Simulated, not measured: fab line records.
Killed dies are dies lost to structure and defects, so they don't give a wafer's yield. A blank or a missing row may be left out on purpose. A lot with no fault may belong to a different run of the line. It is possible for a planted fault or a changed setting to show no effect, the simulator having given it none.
Comparing a struck lot with a sound one -- flow n5Finfet -- 16 steps out of a route of 1938
Sound: the wafers L972.2, L972.3, L972.5. Wafers struck: L983.3, L983.4, L983.6. At the end, the cause is stated.
Per side, at each step with rows, come the tool, then ch with its chambers, and then its first start. Under that, the readings that differ: sound wafers -- struck wafers -- difference of the means -- sigmas: that difference in standard deviations of wafers without a fault.
alike: same words and numbers on both sides, and readings whose means sit less than 2 such deviations apart. not compared: any withheld reading, any reading some wafer has no value for, any bound like >300 that may hide the same value, and any number with overlapping values for which the record gives no deviation.
A row with sigmas, a row that says differs or no value, or rows on one side alone: a step with any of these is where the two part. Non-overlapping numbers with no deviation appear without sigmas and do not part them. A reading that every wafer of one side lacks parts them only if that side has two wafers or more.

first, 1 step without rows for these wafers: N5_BEOL_M2_SPUTTER_90 (material Cu, target thk 4.5 nm, time 8.29 s).
N5_BEOL_M2_ANNEAL_91: time 240 s.
  struck on pvdSputter-02, day 10 06:23; sound on pvdSputter-03, day 7 09:41
  alike: heaterPowerW
N5_BEOL_M2_SPUTTER_92: material Cu, target thk 4.5 nm, time 8.29 s.
  struck on pvdSputter-02, day 10 06:31; sound on pvdSputter-03, day 7 09:49
  alike: chuckGasFlowSccm, throttleValvePct
N5_BEOL_M2_ANNEAL_93: time 240 s.
  struck on pvdSputter-02, day 10 06:36; sound on pvdSputter-03, day 7 09:54
  alike: heaterPowerW
then, 1 step without rows for these wafers: N5_BEOL_M2_SPUTTER_94 (material Cu, target thk 4.5 nm, time 8.29 s).
N5_BEOL_M2_ANNEAL_95: time 240 s.
  struck on pvdSputter-02, day 10 06:49; sound on pvdSputter-03, day 7 10:07
  alike: heaterPowerW
then, 3 steps without rows for these wafers: N5_BEOL_M2_SPUTTER_96 (material Cu, target thk 4.5 nm, time 8.29 s); N5_BEOL_M2_ECD_50 (material Cu, target thk 300 nm); N5_BEOL_M2_ANNEAL_51 (time 90 s).
N5_BEOL_M2_CMP_52: polishes, stops on SiOC, t overpolish 6.8 s, target thk 40 nm.
  sound on cmp-03 ch 0,3, day 7 10:45; struck on cmp-02 ch 0,2, day 10 07:28
  alike: barrierFieldEndpointS, motorCurrentA, overpolishRunS, timeToEndpointS
N5_BEOL_M2_THK_MEAS_53: measures by xrf.
  struck on filmMetro-02, day 10 07:46; sound on filmMetro-02, day 7 11:03
  alike: M2_THK
then, 1 step without rows for these wafers: N5_BEOL_M2_PRE_CLEAN_60 (time 15 s).
N5_BEOL_M2_CO_CAP_55: material Co, precursor CCTBA/H2, target thk 2 nm, time 102.1 s.
  sound on cvdCo-01 ch 0,1, day 7 11:07; struck on cvdCo-01 ch 0,2, day 10 07:50
reading,sound,struck,difference,sigmas
runLengthS (s),124.1 125.0 125.5,214.5 214.7 216.1,+90.2,+99 or more
model.Co_of_BEOL_M2_CO_CAP_55.thkNm (nm),2 2 2,3.8 3.6 3.8,+1.7,
  alike: heaterPowerW
then, 1 step without rows for these wafers: N5_BEOL_M2_PRE_CLEAN_56 (time 15 s).
N5_BEOL_M4_RC_MEAS_101:
  sound on prober-02 ch 0, day 8 07:23; struck on prober-01 ch 0, day 11 05:13
  alike: DIBL_N, DIBL_P, IOFF_N, IOFF_P, ION_N, ION_P, SS_N, SS_P, VT_N, VT_P
-- record jumps: 4 days separate the struck wafers' starts on either side; left off in module BEOL_M4, taken up again in module PASSIVATION, whose first shown step is the route's number 1936 --
N5_PASSIVATION_PROBE_49:
  struck on prober-02, day 15 15:07; sound on prober-01, day 12 20:54
  alike: defectLimitedYield, killed_at_M0_to_M3, killed_at_M4_up, killedAtContacts, killedAtFrontEnd, killedAtOther, killedDies, killedOpen, killedShort, sort_bin_5_function, sort_bin_6_memory, sortNPass, sortYieldPct

== WHERE THEY PART ==
Only at N5_BEOL_M2_CO_CAP_55, within this record. Later steps at which nothing parts them and some readings are alike: N5_BEOL_M4_RC_MEAS_101, N5_PASSIVATION_PROBE_49.

WHY: the cause the simulator had injected
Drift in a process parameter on cvdCo-01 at N5_BEOL_M2_CO_CAP_55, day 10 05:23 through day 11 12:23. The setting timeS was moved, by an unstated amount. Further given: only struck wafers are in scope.
